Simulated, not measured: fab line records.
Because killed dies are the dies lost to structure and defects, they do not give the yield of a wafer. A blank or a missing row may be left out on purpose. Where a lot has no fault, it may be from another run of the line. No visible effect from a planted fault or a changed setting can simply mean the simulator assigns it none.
Matching of chambers + flow n5Finfet + N5_BEOL_M0_SAQP_PECVD_04 on pecvd-04: 3 sister chambers
The step deposits a-Si from SiH4/He, target thk 60 nm, time 60.2 s. 3 wafers are shown with their chamber, then 8 later ones without.

== EACH WAFER AND ITS CHAMBER ==
| wafer  | chamber | throttleValvePct (%) |
|--------|---------|----------------------|
| L090.3 | 0       | 18.8                 |
| L090.6 | 1       | 17.4                 |
| L093.1 | 2       | 16.9                 |

== WAFERS MISSING THEIR CHAMBER ==
| wafer  | throttleValvePct (%) |
|--------|----------------------|
| L093.4 | 18.8                 |
| L093.5 | 16.9                 |
| L094.2 | 18.9                 |
| L094.3 | 18.7                 |
| L094.4 | 17.0                 |
| L097.1 | 18.9                 |
| L097.4 | 17.1                 |
| L097.5 | 17.6                 |

== EACH ONE'S CHAMBER ==
| wafer  | from the rows above     | in truth |
|--------|-------------------------|----------|
| L093.4 | 0                       | 0        |
| L093.5 | 2                       | 2        |
| L094.2 | 0                       | 0        |
| L094.3 | 0                       | 0        |
| L094.4 | 2                       | 2        |
| L097.1 | 0                       | 0        |
| L097.4 | can't be placed: 2 or 1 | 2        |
| L097.5 | 1                       | 1        |
Placed correctly: 7 of 8. Not placeable from these rows: 1 (in 1, the candidates include the true chamber). Number placed wrongly: 0.
How it was worked out, from the rows above alone: a wafer's distance from a chamber is the root of the sum, over the readings, of the square of ((its reading less the chamber's mean) divided by the reading's scatter). The wafer belongs to the nearest chamber; if the next one is less than 2 further off, it can't be placed. The mean given for a chamber averages the wafers shown for that chamber. The scatter: with one shown wafer a chamber, the root of the mean of the squares of how far each hidden wafer lies from its nearest shown one.
